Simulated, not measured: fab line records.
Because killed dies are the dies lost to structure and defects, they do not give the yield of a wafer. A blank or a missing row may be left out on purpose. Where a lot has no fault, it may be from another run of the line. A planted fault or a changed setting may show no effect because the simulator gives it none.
fab line records + flow n5_finfet
record
- lots=10
- wafers=30
- last_day=17
route steps=1938 shown BEOL_M9@1419 PASSIVATION@1936
lots untouched by any fault: they come from a run of this same line in which no faults occurred
start_h: hours from the record's first day to the start of the lot's first wafer shown + wait_h: how many hours have passed since the lot's step before this one + " unchanged from the row above + L1.1+2: one row covering several wafers at once + - value missing, or start not given + * or withheld: withheld + < > ~ a bound
route shown NAME@n: names a module that has steps shown in the file, with the first one's number in the route + usual: average and standard deviation across the fault-free wafers + same: alike in all rows + chamber/n: place in a boat + sites: readings site by site + _std_site: the values' standard deviation + _edge_site: outer sites' mean less inner sites' + radius_mm: for every site, how far away it sits from the centre of the wafer + mask NAME#n: copy n + behind: the last tool/chamber to shape the wafer + hold: cause of the lot's hold/its duration in hours/its outcome + device: names the non-switching transistor (n, p or np) + end of line: at the end of the route, the tests of the same wafers + for a step that has no rows: nothing shown but its recipe + killed: dies that structure and defects cost at the first sort, which is not the same as the wafer's yield + map: shows each die of a wafer: x if killed, . if not, _ if none is there
set.NAME: the setting as run; set.NAME@STEP: as run at that earlier step + model.NAME: the simulator's own value behind a step, which no gauge read
steps of the route over a sample of lots; a table a step, a row a wafer
services: from which hour (start_h, from the record's first day; less than 0 if before it) a tool's chamber was out of use, for how many hours, and why
## steps
# step N5_BEOL_M9_ETCH_62
# recipe
- chemistry=N2/H2
- target=SOC
- target_depth_a=1100
- overetch_a=220
- mask_material=SiARC
- temp_c=40
- time_s=165
- ion_energy_ev=200
- pressure_mtorr=30
- source_w=840
- bias_w=150
- n2_flow_sccm=200
- h2_flow_sccm=200
# usual
- bias_w=150.0/0.46
- drypump_motor_current_A=5.8/0.36
- h2_flow_sccm=200.0/0.58
- oes_product_au=0.63/0.056
- rf_fwd_power_W=837.3/2.9
- rf_vpp_V=524.0/2.7
- showerhead_plenum_p_Torr=2.54/0.091
- throttle_valve_pct=17.90/0.2
# same
- time_s=165
| lot.wafer | tool        | chamber | start_h | wait_h | bias_w | drypump_motor_current_A | h2_flow_sccm | oes_product_au | rf_fwd_power_W | rf_hours_counter_h | rf_vpp_V | showerhead_plenum_p_Torr | throttle_valve_pct |
|-----------|-------------|---------|---------|--------|--------|-------------------------|--------------|----------------|----------------|--------------------|----------|--------------------------|--------------------|
| L443.2    | rie_diel-02 | 3       | 204.05  | 0.0    | 150.5  | 5.9                     | 201.0        | 0.60           | 839.4          | 207                | 520.8    | 2.43                     | 18.03              |
| L443.3    | "           | 2       | "       | "      | 150.9  | 5.0                     | 199.2        | 0.62           | 840.4          | 194                | 523.3    | 2.52                     | 17.76              |
| L443.4    | "           | 0       | "       | "      | 149.8  | 5.8                     | 199.9        | 0.61           | 840.5          | 171                | 523.6    | 2.53                     | 17.69              |
| L445.1    | rie_diel-05 | 1       | 216.30  | 0.0    | 150.3  | 5.7                     | 199.6        | 0.61           | 840.0          | 185                | 519.6    | 2.41                     | 18.30              |
| L445.2    | "           | 2       | "       | "      | 149.5  | 5.6                     | 200.2        | 0.61           | 839.0          | 223                | 527.1    | 2.62                     | 17.82              |
| L445.5    | "           | 3       | "       | "      | 150.6  | 5.6                     | 200.9        | 0.60           | 833.7          | -                  | 525.3    | 2.63                     | 17.96              |
| L450.1    | rie_diel-05 | 0       | 252.66  | 0.0    | 149.7  | 5.9                     | 199.6        | 0.69           | 837.2          | 95                 | 526.8    | 2.66                     | 17.75              |
| L450.2    | "           | 2       | "       | "      | 151.0  | 5.6                     | 199.8        | 0.60           | 840.4          | 233                | 527.5    | 2.61                     | 17.84              |
| L450.3    | "           | 1       | "       | "      | 149.8  | 5.7                     | 199.8        | 0.61           | 838.0          | 195                | 521.4    | 2.41                     | 18.32              |
| L451.1    | rie_diel-02 | 2       | 265.14  | 0.0    | 150.0  | 5.0                     | 200.3        | 0.60           | 836.6          | 210                | 524.1    | 2.51                     | 17.79              |
| L451.3    | "           | 3       | "       | "      | 150.6  | 5.9                     | 199.9        | 0.58           | 840.0          | 225                | 520.3    | 2.42                     | 18.07              |
| L451.6    | "           | 3       | "       | "      | 149.6  | 5.9                     | 199.8        | 0.59           | 836.3          | -                  | 519.4    | 2.42                     | 18.04              |
| L453.3    | rie_diel-05 | 2       | 282.32  | 0.0    | 149.9  | 5.6                     | 201.0        | 0.60           | 1042.0         | 241                | 488.6    | 2.61                     | 17.86              |
| L453.5    | "           | 0       | "       | "      | 150.0  | 5.9                     | 199.6        | 0.69           | 1035.5         | -                  | 490.7    | 2.66                     | 17.78              |
| L453.6    | "           | 3       | "       | "      | 150.5  | 5.6                     | 200.4        | 0.58           | 1039.9         | -                  | 489.1    | 2.62                     | 17.99              |
| L454.1    | rie_diel-05 | 3       | 288.65  | 0.0    | 150.1  | 5.6                     | 199.1        | 0.58           | 1039.7         | 249                | 489.6    | 2.62                     | 18.01              |
| L454.2    | "           | 2       | "       | "      | 149.9  | 5.7                     | 198.9        | 0.60           | 1043.7         | 242                | 490.2    | 2.61                     | 17.86              |
| L454.5    | "           | 3       | "       | "      | 149.9  | 5.6                     | 200.0        | 0.58           | 1037.8         | -                  | 488.2    | 2.62                     | 18.01              |
| L458.2    | rie_diel-02 | 3       | 308.27  | 0.0    | 150.4  | 5.9                     | 201.4        | 0.58           | 841.0          | 237                | 520.8    | 2.42                     | 18.08              |
| L458.3    | "           | 2       | "       | "      | 149.9  | 5.0                     | 201.3        | 0.60           | 837.1          | 223                | 522.0    | 2.51                     | 17.82              |
| L458.6    | "           | 0       | "       | "      | 150.1  | 5.8                     | 200.2        | 0.60           | 840.5          | -                  | 524.1    | 2.51                     | 17.77              |
| L459.1    | rie_diel-01 | 1       | 308.73  | 0.0    | 150.2  | 6.5                     | 199.7        | 0.71           | 840.6          | 80                 | 523.1    | 2.58                     | 17.87              |
| L459.2    | "           | 0       | "       | "      | 149.5  | 6.1                     | 200.3        | 0.63           | 840.8          | 188                | 520.1    | 2.42                     | 17.99              |
| L459.3    | "           | 2       | "       | "      | 148.4  | 6.0                     | 200.3        | 0.60           | 835.4          | 223                | 525.5    | 2.61                     | 17.99              |
| L460.2    | rie_diel-02 | 3       | 309.55  | 0.0    | 150.7  | 5.9                     | 200.2        | 0.58           | 836.2          | 238                | 518.4    | 2.42                     | 18.07              |
| L460.4    | "           | 2       | "       | "      | 150.2  | 4.9                     | 200.0        | 0.60           | 838.4          | 223                | 521.7    | 2.51                     | 17.81              |
| L460.5    | "           | 3       | "       | "      | 150.5  | 5.9                     | 199.9        | 0.58           | 839.1          | -                  | 519.3    | 2.42                     | 18.08              |
| L462.1    | rie_diel-01 | 1       | 338.00  | 0.0    | 149.8  | 6.5                     | 200.6        | 0.70           | 837.1          | 90                 | 524.5    | 2.58                     | 17.90              |
| L462.3    | "           | 3       | "       | "      | 150.3  | 5.0                     | 200.5        | 0.58           | 835.1          | 241                | 518.2    | 2.41                     | 18.08              |
| L462.5    | "           | 2       | "       | "      | 150.0  | 6.0                     | 201.1        | 0.60           | 836.9          | -                  | 527.7    | 2.61                     | 18.01              |
# step N5_BEOL_M9_CD_MEAS_18
# recipe
- pitch_nm=140
- target_cd_nm=70
# usual
- cd_nm=70.2/0.56
| lot.wafer | tool      | chamber | start_h | wait_h | cd_nm |
|-----------|-----------|---------|---------|--------|-------|
| L443.2    | cd_sem-03 | -       | 204.42  | 0.1    | 70.2  |
| L443.3    | "         | -       | "       | "      | 69.7  |
| L443.4    | "         | -       | "       | "      | 69.8  |
| L445.1    | cd_sem-02 | -       | 216.67  | 0.0    | 69.8  |
| L445.2    | "         | -       | "       | "      | 70.7  |
| L445.5    | "         | -       | "       | "      | 70.0  |
| L450.1    | cd_sem-03 | -       | 253.03  | 0.0    | 70.0  |
| L450.2    | "         | -       | "       | "      | 70.0  |
| L450.3    | "         | -       | "       | "      | 70.5  |
| L451.1    | cd_sem-02 | -       | 265.53  | 0.0    | 71.1  |
| L451.3    | "         | -       | "       | "      | 70.6  |
| L451.6    | "         | -       | "       | "      | 70.7  |
| L453.3    | cd_sem-02 | -       | 282.86  | 0.1    | 70.6  |
| L453.5    | "         | -       | "       | "      | 70.8  |
| L453.6    | "         | -       | "       | "      | 70.7  |
| L454.1    | cd_sem-01 | -       | 289.02  | 0.0    | 70.8  |
| L454.2    | "         | -       | "       | "      | 71.8  |
| L454.5    | "         | -       | "       | "      | 71.8  |
| L458.2    | cd_sem-03 | -       | 308.67  | 0.1    | 70.5  |
| L458.3    | "         | -       | "       | "      | 70.4  |
| L458.6    | "         | -       | "       | "      | 71.3  |
| L459.1    | cd_sem-03 | -       | 309.10  | 0.1    | 69.9  |
| L459.2    | "         | -       | "       | "      | 70.3  |
| L459.3    | "         | -       | "       | "      | 70.1  |
| L460.2    | cd_sem-02 | -       | 310.09  | 0.1    | 70.8  |
| L460.4    | "         | -       | "       | "      | 71.0  |
| L460.5    | "         | -       | "       | "      | 71.0  |
| L462.1    | cd_sem-02 | -       | 338.36  | 0.0    | 70.6  |
| L462.3    | "         | -       | "       | "      | 70.0  |
| L462.5    | "         | -       | "       | "      | 69.0  |
# step N5_BEOL_M9_OVL_MEAS_29
# recipe
- points_per_wafer=522
# usual
- V8_OVL=0.0/0.67
| lot.wafer | tool       | chamber | start_h | wait_h | V8_OVL[nm] |
|-----------|------------|---------|---------|--------|------------|
| L443.2    | overlay-02 | 0       | 205.95  | 0.0    | -0.7       |
| L443.3    | "          | 0       | "       | "      | -0.1       |
| L443.4    | "          | 0       | "       | "      | -1.2       |
| L445.1    | overlay-02 | 0       | 217.16  | 0.0    | -0.7       |
| L445.2    | "          | 0       | "       | "      | -0.9       |
| L445.5    | "          | 0       | "       | "      | -0.2       |
| L450.1    | overlay-01 | 0       | 255.43  | 0.0    | 0.5        |
| L450.2    | "          | 0       | "       | "      | 0.8        |
| L450.3    | "          | 0       | "       | "      | 0.0        |
| L451.1    | overlay-01 | 0       | 267.67  | 0.0    | -0.1       |
| L451.3    | "          | 0       | "       | "      | -0.3       |
| L451.6    | "          | 0       | "       | "      | -0.9       |
| L453.3    | overlay-01 | 0       | 284.78  | 0.0    | 0.0        |
| L453.5    | "          | 0       | "       | "      | 0.0        |
| L453.6    | "          | 0       | "       | "      | 0.0        |
| L454.1    | overlay-02 | 0       | 289.96  | 0.0    | 0.2        |
| L454.2    | "          | 0       | "       | "      | 1.0        |
| L454.5    | "          | 0       | "       | "      | -0.2       |
| L458.2    | overlay-02 | 0       | 312.69  | 0.0    | 0.7        |
| L458.3    | "          | 0       | "       | "      | 0.2        |
| L458.6    | "          | 0       | "       | "      | 1.0        |
| L459.1    | overlay-02 | 0       | 312.85  | 0.0    | 0.7        |
| L459.2    | "          | 0       | "       | "      | 0.2        |
| L459.3    | "          | 0       | "       | "      | 1.0        |
| L460.2    | overlay-01 | 0       | 313.03  | 0.0    | -0.7       |
| L460.4    | "          | 0       | "       | "      | -0.2       |
| L460.5    | "          | 0       | "       | "      | -1.1       |
| L462.1    | overlay-02 | 0       | 338.75  | 0.0    | 1.5        |
| L462.3    | "          | 0       | "       | "      | 0.7        |
| L462.5    | "          | 0       | "       | "      | 0.4        |
# step N5_BEOL_M9_ETCH_65
# recipe
- chemistry=CF4
- target=SiARC
- target_depth_a=156
- mask_material=CAR-EUV
- time_s=26
- ion_energy_ev=80
- pressure_mtorr=40
- source_w=545
- bias_w=36
- Ar_flow_sccm=100
- cf4_flow_sccm=100
- ends=cleared
# usual
- bias_w=36.01/0.11
- drypump_motor_current_A=5.7/0.43
- etch_rf_on_time_s=26.2/0.53
- mfc_ar_sccm=99.99/0.3
- oes_product_au=0.62/0.053
- rf_fwd_power_W=532.1/1.9
- rf_vpp_V=184.0/1.2
- showerhead_plenum_p_Torr=2.13/0.075
- throttle_valve_pct=15.72/0.17
| lot.wafer | tool        | chamber | start_h | wait_h | bias_w | drypump_motor_current_A | etch_rf_on_time_s | mfc_ar_sccm | oes_product_au | rf_fwd_power_W | rf_hours_counter_h | rf_vpp_V | showerhead_plenum_p_Torr | throttle_valve_pct |
|-----------|-------------|---------|---------|--------|--------|-------------------------|-------------------|-------------|----------------|----------------|--------------------|----------|--------------------------|--------------------|
| L443.2    | rie_diel-01 | 2       | 206.09  | 0.0    | 36.05  | 6.0                     | 26.7              | 99.54       | 0.61           | 532.1          | 193                | 185.5    | 2.22                     | 15.85              |
| L443.3    | "           | 0       | "       | "      | 36.10  | 6.0                     | 26.0              | 100.02      | 0.66           | 535.2          | 157                | 184.4    | 2.06                     | 15.83              |
| L443.4    | "           | 3       | "       | "      | 36.03  | 5.0                     | 26.0              | 99.22       | 0.61           | 530.4          | 203                | 183.4    | 2.05                     | 15.67              |
| L445.1    | rie_diel-05 | 1       | 217.40  | 0.0    | 36.01  | 5.7                     | 27.0              | 100.16      | 0.61           | 532.8          | 185                | 182.5    | 2.05                     | 16.00              |
| L445.2    | "           | 2       | "       | "      | 36.15  | 5.6                     | 26.3              | 99.84       | 0.60           | 530.4          | 224                | 185.1    | 2.20                     | 15.71              |
| L445.5    | "           | 3       | "       | "      | 35.87  | 5.6                     | 25.7              | 100.60      | 0.60           | 533.3          | -                  | 184.9    | 2.19                     | 15.68              |
| L450.1    | rie_diel-02 | 2       | 255.59  | 0.0    | 36.03  | 4.9                     | 25.5              | 99.46       | 0.62           | 535.2          | 208                | 184.3    | 2.11                     | 15.57              |
| L450.2    | "           | 0       | "       | "      | 36.04  | 5.7                     | 25.1              | 100.07      | 0.62           | 532.3          | 186                | 184.0    | 2.14                     | 15.63              |
| L450.3    | "           | 3       | "       | "      | 36.05  | 5.9                     | 26.5              | 100.17      | 0.58           | 528.9          | 222                | 182.4    | 2.03                     | 15.74              |
| L451.1    | rie_diel-05 | 2       | 267.82  | 0.0    | 36.20  | 5.6                     | 26.3              | 100.05      | 0.60           | 530.3          | 237                | 184.3    | 2.20                     | 15.74              |
| L451.3    | "           | 3       | "       | "      | 36.10  | 5.6                     | 25.6              | 99.81       | 0.59           | 532.3          | 243                | 184.9    | 2.19                     | 15.70              |
| L451.6    | "           | 1       | "       | "      | 35.86  | 5.7                     | 26.8              | 99.80       | 0.59           | 530.7          | -                  | 182.5    | 2.04                     | 16.05              |
| L453.3    | rie_diel-01 | 1       | 284.91  | 0.0    | 36.30  | 6.5                     | 26.5              | 100.17      | 0.72           | 532.6          | 72                 | 184.5    | 2.16                     | 15.48              |
| L453.5    | "           | 2       | "       | "      | 36.12  | 6.0                     | 27.0              | 100.46      | 0.59           | 532.0          | -                  | 185.5    | 2.21                     | 15.90              |
| L453.6    | "           | 3       | "       | "      | 35.88  | 5.0                     | 26.2              | 100.39      | 0.59           | 529.7          | -                  | 183.0    | 2.04                     | 15.71              |
| L454.1    | rie_diel-01 | 3       | 290.10  | 0.0    | 36.13  | 5.0                     | 25.9              | 100.37      | 0.59           | 531.1          | 227                | 181.9    | 2.04                     | 15.71              |
| L454.2    | "           | 1       | "       | "      | 35.97  | 6.5                     | 26.3              | 99.85       | 0.71           | 528.2          | 74                 | 183.0    | 2.16                     | 15.49              |
| L454.5    | "           | 0       | "       | "      | 36.07  | 6.0                     | 26.4              | 100.00      | 0.64           | 533.9          | -                  | 182.9    | 2.05                     | 15.86              |
| L458.2    | rie_diel-01 | 3       | 312.83  | 0.0    | 36.03  | 5.0                     | 25.4              | 100.11      | 0.60           | 529.3          | 234                | 182.4    | 2.04                     | 15.72              |
| L458.3    | "           | 0       | "       | "      | 36.21  | 6.1                     | 26.0              | 99.71       | 0.64           | 534.8          | 190                | 183.2    | 2.05                     | 15.88              |
| L458.6    | "           | 2       | "       | "      | 36.16  | 6.0                     | 26.4              | 99.55       | 0.59           | 531.1          | -                  | 185.7    | 2.21                     | 15.93              |
| L459.1    | rie_diel-02 | 0       | 313.00  | 0.0    | 35.83  | 5.7                     | 25.1              | 100.31      | 0.61           | 531.3          | 203                | 183.7    | 2.13                     | 15.65              |
| L459.2    | "           | 3       | "       | "      | 35.96  | 5.9                     | 26.5              | 100.19      | 0.58           | 531.6          | 239                | 182.6    | 2.03                     | 15.77              |
| L459.3    | "           | 1       | "       | "      | 36.14  | 6.2                     | 25.9              | 99.63       | 0.60           | 529.5          | 227                | 185.5    | 2.21                     | 15.75              |
| L460.2    | rie_diel-02 | 0       | 313.42  | 0.0    | 35.86  | 5.8                     | 25.4              | 100.02      | 0.60           | 530.7          | 203                | 184.8    | 2.13                     | 15.67              |
| L460.4    | "           | 3       | "       | "      | 35.94  | 5.9                     | 26.9              | 100.78      | 0.56           | 530.6          | 239                | 183.2    | 2.03                     | 15.77              |
| L460.5    | "           | 2       | "       | "      | 36.40  | 4.9                     | 26.1              | 99.26       | 0.60           | 531.3          | -                  | 184.0    | 2.11                     | 15.59              |
| L462.1    | rie_diel-01 | 1       | 338.89  | 0.0    | 35.98  | 6.5                     | 26.3              | 99.93       | 0.70           | 530.7          | 90                 | 183.3    | 2.16                     | 15.51              |
| L462.3    | "           | 2       | "       | "      | 36.09  | 5.9                     | 26.6              | 99.92       | 0.59           | 533.3          | 232                | 184.4    | 2.20                     | 15.93              |
| L462.5    | "           | 3       | "       | "      | 35.92  | 5.0                     | 26.1              | 99.89       | 0.58           | 533.4          | -                  | 182.8    | 2.04                     | 15.76              |
# step N5_PASSIVATION_PROBE_49
# usual
- defect_limited_yield=91.0/1.3
- killed_at_M0_to_M3=36/9.5
- killed_at_M4_up=14/5.6
- killed_at_contacts=12/6.4
- killed_at_front_end=40/10
- killed_at_other=3.2/3
- killed_dies=107/15
- killed_open=69/12
- killed_short=35/7.7
- sort_bin_5_function=5.3/0.91
- sort_bin_6_memory=3.3/0.65
- sort_bin_8_speed=0.00/0.012
- sort_n_pass=1073/15
- sort_yield_pct=91.0/1.3
# same
- gross_dies=1180
- killed_at_back_side=0
- sort_bin_4_leakage[%]=0
| lot.wafer | tool      | chamber | start_h | wait_h | defect_limited_yield[%] | killed_at_M0_to_M3 | killed_at_M4_up | killed_at_contacts | killed_at_front_end | killed_at_other | killed_dies | killed_open | killed_short | sort_bin_5_function[%] | sort_bin_6_memory[%] | sort_bin_8_speed[%] | sort_n_pass | sort_yield_pct[%] |
|-----------|-----------|---------|---------|--------|-------------------------|--------------------|-----------------|--------------------|---------------------|-----------------|-------------|-------------|--------------|------------------------|----------------------|---------------------|-------------|-------------------|
| L451.3    | prober-02 | -       | 335.85  | 0.1    | 88.9                    | 41                 | 27              | 3                  | 59                  | 1               | 131         | 92          | 37           | 6.0                    | 4.4                  | 0                   | 1049        | 88.9              |
| L451.6    | prober-02 | -       | 336.00  | 0.3    | 91.4                    | 43                 | 8               | 4                  | 46                  | 0               | 101         | 67          | 33           | 5.3                    | 3.1                  | 0                   | 1079        | 91.4              |
| L453.3    | prober-01 | -       | 346.37  | 0.1    | 92.0                    | 22                 | 19              | 10                 | 38                  | 5               | 94          | 60          | 30           | 4.7                    | 2.6                  | 0                   | 1086        | 92.0              |
| L453.6    | prober-01 | -       | 346.52  | 0.3    | 91.2                    | 25                 | 13              | 15                 | 45                  | 6               | 104         | 68          | 32           | 4.8                    | 3.6                  | 0                   | 1076        | 91.2              |
# killed by level:class
L451.3 BEOL_M4:geometric_particle:open=16 BEOL_M1:geometric_particle:open=15 STI_FIN_REVEAL:geometric_particle:open=14 FIN_SAQP:geometric_particle:short=12 BEOL_M3:geometric_particle:open=10 FIN_SAQP:geometric_particle:open=8 STARTING-WAFER:geometric_particle:open=7 BEOL_M0_SAQP:geometric_particle:open=6
L451.6 BEOL_M3:geometric_particle:open=13 BEOL_M0_SAQP:geometric_particle:short=10 BEOL_M1:geometric_particle:open=10 FIN_SAQP:geometric_particle:open=8 GATE_CUT:geometric_particle:short=7 GATE_CUT:geometric_particle:open=7 BEOL_M0_SAQP:geometric_particle:open=6 FIN_SAQP:geometric_particle:short=5
L453.3 BEOL_M4:geometric_particle:open=9 MOL_CONTACT_COAG:geometric_particle:open=7 BEOL_M0_SAQP:geometric_particle:open=7 FIN_SAQP:geometric_particle:short=6 STI_FIN_REVEAL:geometric_particle:open=5 FIN_SAQP:geometric_particle:open=4 GATE_CUT:geometric_particle:short=4 BEOL_M0_SAQP:geometric_particle:short=4
L453.6 MOL_CONTACT_COAG:geometric_particle:open=13 STI_FIN_REVEAL:geometric_particle:open=10 BEOL_M1:geometric_particle:open=8 FIN_SAQP:geometric_particle:open=5 FIN_SAQP:geometric_particle:short=5 BEOL_M0_SAQP:geometric_particle:short=5 GATE_CUT:geometric_particle:short=5 BEOL_M2:geometric_particle:open=5
## services
| tool        | chamber | start_h | hours | kind                          |
|-------------|---------|---------|-------|-------------------------------|
| rie_diel-01 | 0       | 181.02  | 4.1   | repair                        |
| rie_diel-05 | 3       | 291.67  | -     | clean                         |
| rie_diel-05 | 3       | 291.67  | -     | consumable_replace:focus_ring |
| rie_diel-05 | 3       | 291.67  | 12.5  | scheduled_down                |
| rie_diel-05 | 3       | 291.67  | 12.5  | vent_cycle                    |
| rie_diel-05 | 2       | 312.84  | -     | clean                         |
| rie_diel-05 | 2       | 312.84  | -     | consumable_replace:focus_ring |
| rie_diel-05 | 2       | 312.84  | 16.0  | scheduled_down                |
| rie_diel-05 | 2       | 312.84  | 16.0  | vent_cycle                    |
## key
first_sign
- step=N5_BEOL_M9_ETCH_62
- reading=rf_fwd_power_W
- direction=up
- sigmas=70
- usual=*
- struck=*
effect
- step=N5_BEOL_M9_ETCH_62
- reading=rf_vpp_V
- direction=down
- sigmas=13
- usual=524.0
- struck=489.4
effect
- step=N5_BEOL_M9_CD_MEAS_18
- reading=cd_nm
- direction=up
- sigmas=1.6
- usual=70.2
- struck=71.1
met_at N5_BEOL_M9_ETCH_62
struck_lots L453,L454
not_acting_at N5_BEOL_M9_CD_MEAS_18,N5_BEOL_M9_OVL_MEAS_29,N5_BEOL_M9_ETCH_65
onset_between 252.66 282.32
fault
- kind=process_parameter_drift
- tool=rie_diel-05
- chamber=-
- onset_h=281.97
- steps=N5_BEOL_M9_ETCH_62
- channel=source_w
- offset=201.6
- shape=step
- end_h=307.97
- acts_in=these_recipes_only
- stated=840
